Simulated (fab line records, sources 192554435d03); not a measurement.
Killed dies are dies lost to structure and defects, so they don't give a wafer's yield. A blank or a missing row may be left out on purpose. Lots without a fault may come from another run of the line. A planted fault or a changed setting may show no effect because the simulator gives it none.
Chamber matching | flow n5_finfet | N5_BEOL_M10_DEP_56 on pecvd-03: 3 sister chambers
The step deposits SiCN from 3MS/NH3, target thk 15 nm, time 26.5 s. 18 wafers are shown with their chamber, then 9 later ones without.

WAFERS WITH THEIR CHAMBER
wafer  | chamber | throttle_valve_pct (%) | showerhead_plenum_p_Torr (Torr)
L078.1 | 2       | 8.2                    | 3.677
L078.3 | 0       | 9.3                    | 3.654
L078.4 | 1       | 9.6                    | 3.654
L080.1 | 1       | 9.5                    | 3.657
L080.4 | 2       | 8.3                    | 3.676
L080.6 | 0       | 9.4                    | 3.659
L085.2 | 2       | 8.2                    | 3.679
L085.3 | 0       | 9.2                    | 3.658
L085.4 | 0       | 9.4                    | 3.657
L089.2 | 1       | 9.6                    | 3.658
L089.3 | 0       | 9.0                    | 3.659
L089.6 | 0       | 8.9                    | 3.655
L090.3 | 2       | 8.5                    | 3.685
L090.4 | 0       | 9.3                    | 3.667
L090.5 | 2       | 8.1                    | 3.685
L088.1 | 0       | 9.3                    | 3.656
L088.3 | 2       | 8.3                    | 3.672
L088.6 | 0       | 9.2                    | 3.653

SIGNATURES (means of the wafers above)
reading                  | chamber 0 | chamber 1 | chamber 2 | scatter within a chamber
throttle_valve_pct       | 9.222     | 9.567     | 8.267     | 0.15
showerhead_plenum_p_Torr | 3.65756   | 3.65633   | 3.67900   | 0.00431
Rule: a wafer's distance from a chamber is the root of the sum, over the readings, of the square of ((its reading less the chamber's mean) divided by the reading's scatter). The wafer belongs to the nearest chamber; if the next one is less than 2 further off, it can't be placed. The scatter: the root of (the sum of the squares of (reading less its chamber's mean) over the shown wafers, divided by (wafers less chambers)).

WAFERS WITHOUT THEIR CHAMBER
wafer  | throttle_valve_pct (%) | showerhead_plenum_p_Torr (Torr)
L091.1 | 8.0                    | 3.674
L091.2 | 9.4                    | 3.654
L091.6 | 9.5                    | 3.658
L095.2 | 9.2                    | 3.660
L095.5 | 9.5                    | 3.659
L095.6 | 8.4                    | 3.681
L097.2 | 9.3                    | 3.658
L097.3 | 8.4                    | 3.674
L097.6 | 9.8                    | 3.655

WHICH CHAMBER EACH WENT THROUGH
wafer  | from the rows above     | in truth
L091.1 | 2                       | 2
L091.2 | can't be placed: 1 or 0 | 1
L091.6 | can't be placed: 1 or 0 | 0
L095.2 | 0                       | 0
L095.5 | can't be placed: 1 or 0 | 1
L095.6 | 2                       | 2
L097.2 | can't be placed: 0 or 1 | 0
L097.3 | 2                       | 2
L097.6 | 1                       | 1
Placed correctly: 5 of 9. Can't be placed from these rows: 4 (the true chamber is among the candidates in 4). Placed wrongly: 0.
